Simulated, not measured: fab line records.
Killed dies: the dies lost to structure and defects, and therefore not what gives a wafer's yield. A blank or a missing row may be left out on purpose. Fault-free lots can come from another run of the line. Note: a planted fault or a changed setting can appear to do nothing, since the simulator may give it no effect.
fab line records ; flow n5_finfet
record lots=6; wafers=18; last_day=20
route steps=1938 shown BEOL_M1@801 BEOL_M4@1111 PASSIVATION@1936
lots that met no fault: taken from a fault-free run of the same line
start_h: hours from the record's opening day to when the first of the lot's shown wafers began ; wait_h: hours elapsed since this lot's preceding step ; " identical to the entry in the row above ; L1.1+2: several wafers, shown together as one row ; - no value present, or no start provided ; * or withheld: withheld ; < > ~ a bound
route shown NAME@n: names a module that has steps shown in the file, with the first one's number in the route ; usual: mean/standard deviation of fault-free wafers ; same: alike in all rows ; chamber/n: place in a boat ; sites: readings site by site ; _std_site: their standard deviation ; _edge_site: the outer-site mean with the inner-site mean subtracted ; radius_mm: how far each site lies from the wafer's centre ; mask NAME#n: copy n ; behind: the most recent tool/chamber to have shaped the wafer ; hold: what put the lot on hold/how long, in hours/how the hold closed ; device: names the non-switching transistor (n, p or np) ; end of line: tests run on the same wafers once the route is complete ; where a step has no rows: the recipe by itself ; killed: count of dies lost to structure and defects at first sort (not the wafer's yield) ; map: per-die view of a wafer (x killed, . not killed, _ where there is no die)
set.NAME: the run value of the setting; set.NAME@STEP: its run value at that earlier step ; model.NAME: the simulator's own value behind a step, which no gauge read
a table for each step, a row for each wafer; lots at some steps of the route
services: the hour from which a tool's chamber was out of use, counted from the record's first day as start_h (under 0 if before that day), plus the number of hours and why
## steps
# step N5_BEOL_M1_ETCH_41
# recipe chemistry=CH3F/O2; target=SiCN; target_depth_a=319; taper_deg=2; time_s=57.8; ion_energy_ev=120; mask_material=TiN; pressure_mtorr=30; source_w=395; bias_w=75; Ar_flow_sccm=150; CH3F_flow_sccm=30; O2_flow_sccm=20
# usual drypump_motor_current_A=5.6/0.43; oes_product_au=0.76/0.066; rf_fwd_power_W=391.3/1.6; rf_vpp_V=297.3/1.8; showerhead_plenum_p_Torr=2.00/0.082; throttle_valve_pct=16.36/0.19
lot.wafer;tool;chamber;start_h;wait_h;drypump_motor_current_A;oes_product_au;rf_fwd_power_W;rf_hours_counter_h;rf_vpp_V;showerhead_plenum_p_Torr;throttle_valve_pct
L999.1;rie_diel-02;0;-;-;4.8;0.70;389.3;239;295.5;1.88;16.75
L999.4;rie_diel-02;1;-;-;6.4;0.81;389.8;84;299.2;2.10;16.18
L999.5;rie_diel-02;0;-;-;4.8;0.71;388.1;-;296.0;1.88;16.76
L101.1;rie_diel-06;1;-;-;5.6;0.81;391.6;95;300.8;2.08;15.96
L101.5;rie_diel-06;2;-;-;5.6;0.70;393.3;-;297.1;1.99;16.40
L101.6;rie_diel-06;3;-;-;6.0;0.96;387.4;-;298.2;2.05;16.22
L103.3;rie_diel-02;2;-;-;5.0;0.71;395.2;223;299.6;2.05;16.35
L103.4;rie_diel-02;0;-;-;4.8;0.69;388.2;246;295.1;1.88;16.78
L103.5;rie_diel-02;3;-;-;5.7;0.83;390.9;-;295.2;1.92;16.46
L104.1;rie_diel-05;3;-;-;5.8;0.73;390.2;178;294.9;1.91;16.23
L104.3;rie_diel-05;0;-;-;5.0;0.71;392.9;190;296.1;1.90;16.46
L104.4;rie_diel-05;1;-;-;5.5;0.70;391.1;219;299.2;2.07;16.57
L106.1;rie_diel-02;2;-;-;5.0;0.70;394.2;226;298.7;2.05;16.35
L106.2;rie_diel-02;1;-;-;6.4;0.80;388.5;94;297.5;2.10;16.19
L106.5;rie_diel-02;3;-;-;5.7;0.81;389.1;-;296.5;1.92;16.48
L108.1;rie_diel-02;2;-;-;5.0;0.70;391.1;229;296.9;2.05;16.37
L108.4;rie_diel-02;2;-;-;5.0;0.69;390.4;-;299.1;2.05;16.34
L108.6;rie_diel-02;3;-;-;5.7;0.82;392.2;-;295.1;1.92;16.48
# step N5_BEOL_M1_STRIP_97
# recipe chemistry=N2/H2; time_s=10; power_w=450; temp_c=40; pressure_mtorr=20; rf_frequency_hz=6e+07; bias_power_w=7; n2_flow_sccm=200; h2_flow_sccm=200
# usual drypump_motor_current_A=5.6/0.43; oes_product_au=0.76/0.064; rf_vpp_V=59.2/0.87; showerhead_plenum_p_Torr=2.54/0.1; throttle_valve_pct=23.8/0.38
lot.wafer;tool;chamber;start_h;wait_h;drypump_motor_current_A;oes_product_au;rf_hours_counter_h;rf_vpp_V;showerhead_plenum_p_Torr;throttle_valve_pct
L999.1;rie_diel-02;0;-;-;4.8;0.69;239;59.1;2.38;24.1
L999.4;rie_diel-02;1;-;-;6.4;0.83;84;59.8;2.67;23.3
L999.5;rie_diel-02;0;-;-;4.8;0.71;-;58.3;2.38;24.1
L101.1;rie_diel-06;1;-;-;5.6;0.80;95;59.9;2.65;23.1
L101.5;rie_diel-06;2;-;-;5.5;0.69;-;59.6;2.49;23.7
L101.6;rie_diel-06;3;-;-;6.0;0.93;-;60.3;2.59;23.5
L103.3;rie_diel-02;2;-;-;5.0;0.72;223;59.2;2.61;23.6
L103.4;rie_diel-02;0;-;-;4.8;0.70;246;58.6;2.38;24.1
L103.5;rie_diel-02;3;-;-;5.7;0.85;-;59.1;2.49;24.7
L104.1;rie_diel-05;3;-;-;5.8;0.71;178;59.6;2.43;23.6
L104.3;rie_diel-05;0;-;-;5.0;0.70;190;60.3;2.41;23.8
L104.4;rie_diel-05;1;-;-;5.6;0.71;219;60.3;2.63;23.9
L106.1;rie_diel-02;2;-;-;5.0;0.72;226;60.7;2.61;23.7
L106.2;rie_diel-02;1;-;-;6.4;0.81;94;58.4;2.67;23.3
L106.5;rie_diel-02;3;-;-;5.7;0.83;-;59.5;2.49;24.7
L108.1;rie_diel-02;2;-;-;5.0;0.71;229;57.9;2.61;23.6
L108.4;rie_diel-02;2;-;-;5.1;0.72;-;59.5;2.61;23.6
L108.6;rie_diel-02;3;-;-;5.7;0.83;-;59.1;2.49;24.7
# step N5_BEOL_M1_OCD_MEAS_38
# usual trench_depth_nm=54.6/1.2
lot.wafer;tool;chamber;start_h;wait_h;trench_depth_nm
L999.1;ocd-01;-;205.88;-;56.2
L999.4;ocd-01;-;205.88;-;53.6
L999.5;ocd-01;-;205.88;-;56.6
L101.1;ocd-02;-;220.82;-;55.1
L101.5;ocd-02;-;220.82;-;53.6
L101.6;ocd-02;-;220.82;-;57.8
L103.3;ocd-02;-;225.23;-;53.2
L103.4;ocd-02;-;225.23;-;56.7
L103.5;ocd-02;-;225.23;-;54.8
L104.1;ocd-01;-;228.64;-;53.6
L104.3;ocd-01;-;228.64;-;53.4
L104.4;ocd-01;-;228.64;-;53.3
L106.1;ocd-02;-;235.99;-;52.8
L106.2;ocd-02;-;235.99;-;52.9
L106.5;ocd-02;-;235.99;-;54.6
L108.1;ocd-02;-;250.57;-;53.2
L108.4;ocd-02;-;250.57;-;53.3
L108.6;ocd-02;-;250.57;-;54.8
# step N5_BEOL_M1_HM_STRIP_39
# recipe chemistry=peroxide_tin_strip; material=TiN; target_depth_a=250; temp_c=50; time_s=158
# step N5_BEOL_M1_SRD_40
# recipe time_s=30; temp_c=23; rinse_liquid=diw; dry=ipa_marangoni
# step N5_BEOL_M1_PRECLEAN_42
# recipe chemistry=residue_remover; time_s=60; temp_c=40
# step N5_BEOL_M1_SRD_43
# recipe time_s=30; temp_c=23; rinse_liquid=diw; dry=ipa_marangoni
# step N5_BEOL_M1_CD_MEAS_35
# recipe target_cd_nm=18; target_cd_y_nm=21; polarity=opening
# usual cd_nm=17.9/0.43
lot.wafer;tool;chamber;start_h;wait_h;cd_nm
L999.1;cd_sem-03;-;206.04;0.0;17.7
L999.4;cd_sem-03;-;206.04;0.0;17.0
L999.5;cd_sem-03;-;206.04;0.0;17.7
L101.1;cd_sem-03;-;220.97;0.0;17.7
L101.5;cd_sem-03;-;220.97;0.0;18.5
L101.6;cd_sem-03;-;220.97;0.0;17.3
L103.3;cd_sem-03;-;225.49;0.0;17.1
L103.4;cd_sem-03;-;225.49;0.0;18.0
L103.5;cd_sem-03;-;225.49;0.0;17.8
L104.1;cd_sem-01;-;228.79;0.0;17.8
L104.3;cd_sem-01;-;228.79;0.0;17.5
L104.4;cd_sem-01;-;228.79;0.0;17.9
L106.1;cd_sem-01;-;236.15;0.0;17.4
L106.2;cd_sem-01;-;236.15;0.0;17.8
L106.5;cd_sem-01;-;236.15;0.0;18.4
L108.1;cd_sem-01;-;250.73;0.0;17.7
L108.4;cd_sem-01;-;250.73;0.0;17.5
L108.6;cd_sem-01;-;250.73;0.0;18.2
# step N5_BEOL_M1_DEGAS_44
# recipe ambient=vacuum; temp_c=250; time_s=60
# step N5_BEOL_M1_PRE_CLEAN_45
# recipe gas=H2/He; time_s=30; temp_c=250
# usual heater_power_w=315/30
lot.wafer;tool;chamber;start_h;wait_h;heater_power_w
L999.1;pvd_sputter-03;-;206.94;0.0;263
L999.4;pvd_sputter-03;-;206.94;0.0;314
L999.5;pvd_sputter-03;-;206.94;0.0;335
L101.1;pvd_sputter-03;-;221.23;0.0;319
L101.5;pvd_sputter-03;-;221.23;0.0;325
L101.6;pvd_sputter-03;-;221.23;0.0;263
L103.3;pvd_sputter-01;-;225.93;0.0;315
L103.4;pvd_sputter-01;-;225.93;0.0;369
L103.5;pvd_sputter-01;-;225.93;0.0;292
L104.1;pvd_sputter-02;-;228.88;0.0;300
L104.3;pvd_sputter-02;-;228.88;0.0;282
L104.4;pvd_sputter-02;-;228.88;0.0;338
L106.1;pvd_sputter-02;-;236.33;0.0;345
L106.2;pvd_sputter-02;-;236.33;0.0;318
L106.5;pvd_sputter-02;-;236.33;0.0;346
L108.1;pvd_sputter-01;-;250.81;0.0;296
L108.4;pvd_sputter-01;-;250.81;0.0;370
L108.6;pvd_sputter-01;-;250.81;0.0;289
# step N5_BEOL_M1_ALD_84
# recipe material=TaN; target_thk_a=*; temp_c=275; ald_precursor_family=PDMAT; ald_co_reactant=NH3; pressure_torr=3; carrier_flow_sccm=1500; pulse_time_s=2; purge_time_s=3; co_reactant_purge_time_s=2; co_reactant_pulse_time_s=3; ald_cycles=30; precursor_vessel_temp_c=75; precursor_vessel_pressure_torr=26.25; precursor_vessel_carrier_sccm=1000
# step N5_BEOL_M1_SURFACE_TREAT_85
# recipe gas=Ar; time_s=*; ion_energy_ev=*; ion_current_ma_cm2=0.5; pressure_mtorr=*; ar_flow_sccm=30
# usual ar_flow_sccm=30.01/0.089; throttle_valve_pct=*
lot.wafer;tool;chamber;start_h;wait_h;ar_flow_sccm;throttle_valve_pct
L999.1;pvd_sputter-03;-;207.50;0.3;30.00;*
L999.4;pvd_sputter-03;-;207.50;0.3;30.13;*
L999.5;pvd_sputter-03;-;207.50;0.3;30.21;*
L101.1;pvd_sputter-02;-;221.62;0.1;29.90;*
L101.5;pvd_sputter-02;-;221.62;0.1;29.97;*
L101.6;pvd_sputter-02;-;221.62;0.1;30.12;*
L103.3;pvd_sputter-02;-;228.17;1.9;30.07;*
L103.4;pvd_sputter-02;-;228.17;1.9;29.94;*
L103.5;pvd_sputter-02;-;228.17;1.9;29.93;*
L104.1;pvd_sputter-02;-;229.26;0.2;29.96;*
L104.3;pvd_sputter-02;-;229.26;0.2;29.84;*
L104.4;pvd_sputter-02;-;229.26;0.2;30.04;*
L106.1;pvd_sputter-02;-;238.49;1.9;29.89;*
L106.2;pvd_sputter-02;-;238.49;1.9;30.02;*
L106.5;pvd_sputter-02;-;238.49;1.9;30.02;*
L108.1;pvd_sputter-01;-;251.18;0.2;30.12;*
L108.4;pvd_sputter-01;-;251.18;0.2;30.08;*
L108.6;pvd_sputter-01;-;251.18;0.2;30.00;*
# step N5_BEOL_M1_CVD_47
# recipe material=Co; target_thk_a=30; temp_c=withheld; precursor=CCTBA/H2; pressure_torr=30; time_s=223.8
# usual run_length_s=246.6/0.56
lot.wafer;tool;chamber;start_h;wait_h;run_length_s
L999.1;cvd_co-01;2;207.58;0.1;246.9
L999.4;cvd_co-01;2;207.58;0.1;247.0
L999.5;cvd_co-01;1;207.58;0.1;246.2
L101.1;cvd_co-02;0;221.92;0.3;247.3
L101.5;cvd_co-02;1;221.92;0.3;247.2
L101.6;cvd_co-02;0;221.92;0.3;246.8
L103.3;cvd_co-02;2;228.29;0.1;245.8
L103.4;cvd_co-02;1;228.29;0.1;246.7
L103.5;cvd_co-02;2;228.29;0.1;99.7
L104.1;cvd_co-01;0;229.34;0.1;246.7
L104.3;cvd_co-01;2;229.34;0.1;246.8
L104.4;cvd_co-01;1;229.34;0.1;246.1
L106.1;cvd_co-01;0;238.58;0.1;247.3
L106.2;cvd_co-01;1;238.58;0.1;245.9
L106.5;cvd_co-01;0;238.58;0.1;247.3
L108.1;cvd_co-02;1;251.47;0.3;100.5
L108.4;cvd_co-02;2;251.47;0.3;245.9
L108.6;cvd_co-02;0;251.47;0.3;246.8
# step N5_BEOL_M1_SPUTTER_48
# recipe material=Cu; target_thk_a=45; temp_c=-20; chamber_pressure_pa=0.07; power_w=withheld; time_s=8.29
# usual chuck_sensor_temp_C=-16.1/0.49; throttle_valve_pct=30.0/0.72
lot.wafer;tool;chamber;start_h;wait_h;chuck_sensor_temp_C;throttle_valve_pct
L999.1;pvd_sputter-03;-;207.82;0.2;-16.4;29.5
L999.4;pvd_sputter-03;-;207.82;0.2;-16.6;29.0
L999.5;pvd_sputter-03;-;207.82;0.2;-15.5;30.2
L101.1;pvd_sputter-01;-;223.11;1.1;-16.1;31.1
L101.5;pvd_sputter-01;-;223.11;1.1;-16.4;29.5
L101.6;pvd_sputter-01;-;223.11;1.1;-15.3;29.4
L103.3;pvd_sputter-01;-;228.53;0.2;-16.1;31.3
L103.4;pvd_sputter-01;-;228.53;0.2;-15.4;29.6
L103.5;pvd_sputter-01;-;228.53;0.2;-15.9;31.2
L104.1;pvd_sputter-02;-;229.62;0.2;-15.7;30.0
L104.3;pvd_sputter-02;-;229.62;0.2;-15.5;30.6
L104.4;pvd_sputter-02;-;229.62;0.2;-16.5;29.8
L106.1;pvd_sputter-01;-;238.82;0.2;-16.0;31.1
L106.2;pvd_sputter-01;-;238.82;0.2;-16.0;29.8
L106.5;pvd_sputter-01;-;238.82;0.2;-15.4;29.8
L108.1;pvd_sputter-01;-;253.20;1.7;-16.0;31.5
L108.4;pvd_sputter-01;-;253.20;1.7;-16.0;29.8
L108.6;pvd_sputter-01;-;253.20;1.7;-15.4;29.5
# step N5_BEOL_M4_RC_MEAS_101
# usual DIBL_N=36.1/2.3; DIBL_P=36/3.2; IOFF_N=0.16/0.045; IOFF_P=0.21/0.049; ION_N=674/14; ION_P=462/8.4; SS_N=71.6/0.83; SS_P=73.2/0.87; VT_N=249/3.8; VT_P=-250/3.4
lot.wafer;tool;chamber;start_h;wait_h;DIBL_N[mV/V];DIBL_P[mV/V];IOFF_N[nA/um];IOFF_P[nA/um];ION_N[uA/um];ION_P[uA/um];SS_N[mV/dec];SS_P[mV/dec];VT_N[mV];VT_P[mV]
L999.1;prober-01;0;313.45;0.0;33.5;33;0.12;0.18;649;449;71.8;73.2;255;-251
L999.4;prober-01;0;313.45;0.0;31.5;31;0.10;0.15;663;462;69.8;72.0;255;-253
L999.5;prober-01;0;313.45;0.0;32.1;31;0.10;0.15;642;447;71.7;72.7;258;-252
L101.1;prober-02;0;317.41;0.0;38.7;39;0.18;0.27;694;480;72.5;74.5;248;-248
L101.5;prober-02;0;317.41;0.0;34.2;33;0.11;0.19;669;468;71.1;72.6;251;-249
L101.6;prober-02;0;317.41;0.0;34.9;34;0.12;0.22;648;457;71.4;72.3;252;-250
L106.1;prober-01;0;329.43;0.0;38.8;39;0.21;0.25;685;463;72.1;74.5;247;-249
L106.2;prober-01;0;329.43;0.0;36.9;37;0.18;0.22;684;468;71.4;73.0;245;-251
L106.5;prober-01;0;329.43;0.0;35.9;35;0.16;0.19;676;459;71.5;73.4;249;-253
L103.3;prober-02;0;345.12;0.3;35.7;35;0.15;0.21;677;469;71.4;73.9;248;-246
L103.4;prober-02;0;345.12;0.3;35.0;34;0.14;0.19;658;451;71.9;72.7;248;-251
L103.5;prober-02;0;345.12;0.3;35.6;35;0.14;0.22;662;462;72.0;74.3;248;-250
L104.1;prober-02;0;347.66;0.0;37.6;39;0.17;0.29;661;465;71.7;74.3;250;-246
L104.3;prober-02;0;347.66;0.0;35.5;33;0.13;0.18;664;458;71.2;72.5;253;-253
L104.4;prober-02;0;347.66;0.0;34.3;30;0.10;0.13;633;437;71.1;72.3;259;-259
L108.1;prober-02;0;355.51;0.0;32.8;31;0.12;0.17;675;467;70.1;72.3;249;-251
L108.4;prober-02;0;355.51;0.0;38.0;37;0.21;0.26;693;476;71.4;73.5;242;-247
L108.6;prober-02;0;355.51;0.0;34.9;34;0.16;0.22;682;478;70.3;73.2;245;-246
# step N5_PASSIVATION_PROBE_49
# usual defect_limited_yield=90.9/1.6; killed_at_M0_to_M3=37/11; killed_at_M4_up=15/5.6; killed_at_contacts=13/6.4; killed_at_front_end=39/11; killed_at_other=4/3.1; killed_dies=107/19; killed_on_rim=14/4.3; killed_open=71/14; killed_short=34/7.8; sort_bin_5_function=5.3/1; sort_bin_6_memory=3.4/0.72; sort_bin_8_speed=0.0/0.42; sort_n_pass=1072/20; sort_yield_pct=90.9/1.7
# same gross_dies=1180; killed_at_back_side=0; sort_bin_4_leakage[%]=0
lot.wafer;tool;chamber;start_h;wait_h;defect_limited_yield[%];killed_at_M0_to_M3;killed_at_M4_up;killed_at_contacts;killed_at_front_end;killed_at_other;killed_dies;killed_on_rim;killed_open;killed_short;sort_bin_5_function[%];sort_bin_6_memory[%];sort_bin_8_speed[%];sort_n_pass;sort_yield_pct[%]
L999.1;prober-02;-;434.91;0.0;89.9;38;15;15;49;2;119;18;79;40;6.3;3.6;0;1061;89.9
L999.4;prober-02;-;435.06;0.2;92.5;30;19;20;20;0;89;7;59;27;3.8;3.5;0;1091;92.5
L999.5;prober-02;-;435.11;0.2;92.3;28;15;15;32;1;91;9;64;24;4.0;3.6;0.3;1086;92.0
L103.5;prober-01;-;468.13;0.2;89.5;58;7;27;24;8;124;14;84;38;6.4;4.0;0;1056;89.5
# killed by level:class
L999.1 BEOL_M2:geometric_particle:open=14 STI_FIN_REVEAL:geometric_particle:open=13 MOL_CONTACT_COAG:geometric_particle:open=11 FIN_SAQP:geometric_particle:short=9 FIN_SAQP:geometric_particle:open=8 BEOL_M3:geometric_particle:open=7 MOL_CONTACT_COAG:geometric_particle:short=4 BEOL_M0_SAQP:geometric_particle:short=4
L999.4 BEOL_M4:geometric_particle:open=14 MOL_CONTACT_COAG:geometric_particle:open=10 MOL_CONTACT_COAG:geometric_particle:short=9 BEOL_M1:geometric_particle:open=6 BEOL_M2:geometric_particle:open=6 STI_FIN_REVEAL:geometric_particle:open=5 BEOL_M0_SAQP:geometric_particle:open=5 BEOL_M3:geometric_particle:open=4
L999.5 MOL_CONTACT_COAG:geometric_particle:open=12 FIN_SAQP:geometric_particle:short=8 BEOL_M3:geometric_particle:open=8 BEOL_M2:geometric_particle:open=6 BEOL_M4:geometric_particle:open=5 FIN_SAQP:geometric_particle:open=4 STI_FIN_REVEAL:geometric_particle:open=4 BEOL_M0_SAQP:geometric_particle:open=4
L103.5 BEOL_M0_SAQP:geometric_particle:open=23 MOL_CONTACT_COAG:geometric_particle:open=21 BEOL_M1:geometric_particle:open=11 BEOL_M3:geometric_particle:open=10 BEOL_M0_SAQP:geometric_particle:short=8 MIM_TOP:geometric_particle:short=7 STI_FIN_REVEAL:geometric_particle:open=6 GATE_CUT:geometric_particle:short=5
## services
tool;chamber;start_h;hours;kind
rie_diel-05;3;183.44;8.8;repair
cvd_co-02;-;188.89;6.0;pm
rie_diel-02;-;192.18;1.3;repair
rie_diel-02;2;210.62;5.7;repair
cvd_co-01;1;211.05;4.3;repair
rie_diel-06;0;211.17;17.1;repair
pvd_sputter-03;-;216.35;1.0;repair
rie_diel-05;3;216.50;6.9;repair
rie_diel-02;0;239.75;-;clean
rie_diel-02;0;239.75;-;consumable_replace:focus_ring
rie_diel-02;0;239.75;-;consumable_replace:showerhead
rie_diel-02;0;239.75;23.9;scheduled_down
rie_diel-02;0;239.75;23.9;vent_cycle
rie_diel-06;-;246.41;0.3;repair
## key
first_sign step=N5_BEOL_M1_CVD_47; reading=run_length_s; direction=down; sigmas=99+; usual=*; struck=*
effect none on later readings
met_at N5_BEOL_M1_CVD_47
struck_wafers L103.5,L108.1
onset_between 221.92 228.29
fault kind=process_parameter_drift; tool=cvd_co-02; chamber=-; onset_h=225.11; steps=N5_BEOL_M1_CVD_47; channel=time_s; offset=*; shape=step; end_h=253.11; scope=struck_wafers_only; acts_in=*; stated=*
